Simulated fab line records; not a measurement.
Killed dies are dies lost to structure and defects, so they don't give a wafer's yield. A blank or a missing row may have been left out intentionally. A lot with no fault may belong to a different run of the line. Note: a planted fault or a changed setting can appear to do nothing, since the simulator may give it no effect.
Split-lot study ; flow n5Finfet ; route with 1938 steps; 7 lots, 39 wafers read

## THE SPLIT ITSELF
At N5_GATE_CUT_ETCH_58 (etches SiNx in CH3F/O2, target depth 17 nm, time 128.6 s), the setting timeS was moved away from the recipe's 128.6 s on 18 of the 39 wafers read, by -18.8% to +22.1%. This setting was run at the recipe's value on the other wafers.

Reading taken at the split's own step.

## THE READING
SiNx_of_SDB_ALD_29.thkNm (the simulator's own value, which no gauge read), in nm, at N5_GATE_CUT_ETCH_58 (etches SiNx in CH3F/O2, target depth 17 nm, time 128.6 s). The file does not state a usual value for it. Average 24.6 nm, standard deviation 0.13 nm, over the 21 wafers here run with the recipe.

wafer;tool, chamber at the split;timeS as run, s;against the recipe;SiNx_of_SDB_ALD_29.thkNm, nm;against lot-mates on the recipe
L075.2;rieDiel-03, 3;128.6;recipe;24.6;-
L075.4;rieDiel-03, 1;128.6;recipe;24.4;-
L075.5;rieDiel-03, 2;128.6;recipe;24.6;-
L077.1;rieDiel-03, 0;128.6;recipe;24.4;-
L077.2;rieDiel-03, 1;117.9;-8.3%;24.8;+0.3
L077.3;rieDiel-03, 3;128.6;recipe;24.6;-
L077.4;rieDiel-03, 2;117.9;-8.3%;24.8;+0.3
L077.5;rieDiel-03, 0;117.9;-8.3%;24.6;+0.1
L077.6;rieDiel-03, 3;128.6;recipe;24.6;-
L080.1;rieDiel-02, 2;150.1;+16.7%;24.2;-0.5
L080.2;rieDiel-02, 1;128.6;recipe;24.8;-
L080.3;rieDiel-02, 3;150.1;+16.7%;24.2;-0.5
L080.4;rieDiel-02, 0;128.6;recipe;24.6;-
L080.5;rieDiel-02, 0;128.6;recipe;24.6;-
L080.6;rieDiel-02, 1;150.1;+16.7%;24.2;-0.5
L083.1;rieDiel-01, 0;128.6;recipe;24.4;-
L083.2;rieDiel-01, 1;128.6;recipe;24.8;-
L083.3;rieDiel-01, 3;128.6;recipe;24.4;-
L083.4;rieDiel-01, 2;104.4;-18.8%;25.2;+0.7
L083.5;rieDiel-01, 1;104.4;-18.8%;25;+0.5
L083.6;rieDiel-01, 0;104.4;-18.8%;25;+0.5
L087.1;rieDiel-03, 0,2;157;+22.1%;24;-0.7
L087.4;rieDiel-03, 0,2;157;+22.1%;24;-0.7
L087.2;rieDiel-03, 3;128.6;recipe;24.8;-
L087.3;rieDiel-03, 2;128.6;recipe;24.6;-
L087.5;rieDiel-03, 0;128.6;recipe;24.6;-
L087.6;rieDiel-03, 3;157;+22.1%;24;-0.7
L088.1;rieDiel-01, 1;128.6;recipe;24.4;-
L088.2;rieDiel-01, 2;116.4;-9.5%;24.8;+0.3
L088.3;rieDiel-01, 0;116.4;-9.5%;24.8;+0.3
L088.4;rieDiel-01, 3;116.4;-9.5%;24.8;+0.3
L088.5;rieDiel-01, 0;128.6;recipe;24.6;-
L088.6;rieDiel-01, 3;128.6;recipe;24.4;-
L094.1;rieDiel-01, 0;109;-15.2%;25;+0.5
L094.2;rieDiel-01, 2;128.6;recipe;24.6;-
L094.3;rieDiel-01, 3;128.6;recipe;24.4;-
L094.4;rieDiel-01, 1;109;-15.2%;24.8;+0.3
L094.5;rieDiel-01, 3;109;-15.2%;24.8;+0.3
L094.6;rieDiel-01, 2;128.6;recipe;24.6;-
When a row names more than one chamber, that row covers several wafers, and the file does not tell which wafer ran in which chamber.

THE FIT
A straight line over all 39 wafers: SiNx_of_SDB_ALD_29.thkNm changes by -0.024 nm for each +1% of timeS; r = -0.92; the points scatter about the line by 0.11 nm.
The same after taking each lot's own level away (the mean of its wafers on the recipe; 39 wafers): -0.0281 nm for each +1%; r = -0.95; scatter 0.1 nm.
That fit puts the effect of the largest move of timeS on the reading at 0.62 nm.
The lots' own levels span 24.47 to 24.67 nm, that is 1.5 times the standard deviation above.
Thus the slope moves with the lot-to-lot level: the two fits are different.
Check: with one of the wafers moved furthest among these (+22.1%) left out of the fit, the line predicts -0.623 nm for it against its lot-mates. Against them it came out at -0.667 nm.

## THE WHOLE CHAIN: every reading that the file lists as answering this split, in the file's order
step;what it does;reading;change (the file's fit);r (the file's)
N5_GATE_CUT_ETCH_58;etches SiNx in CH3F/O2, target depth 17 nm, time 128.6 s;etch.depthNm (the simulator's own value, which no gauge read);+0.172 nm for each +1% of the setting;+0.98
N5_GATE_CUT_ETCH_58;etches SiNx in CH3F/O2, target depth 17 nm, time 128.6 s;SiNx_of_SDB_ALD_29.thkNm (the simulator's own value, which no gauge read);-0.0281 nm for each +1% of the setting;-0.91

## THE FILE'S OWN FIT
SiNx_of_SDB_ALD_29.thkNm changes by -0.0281 nm for each +1% of timeS, r = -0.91.
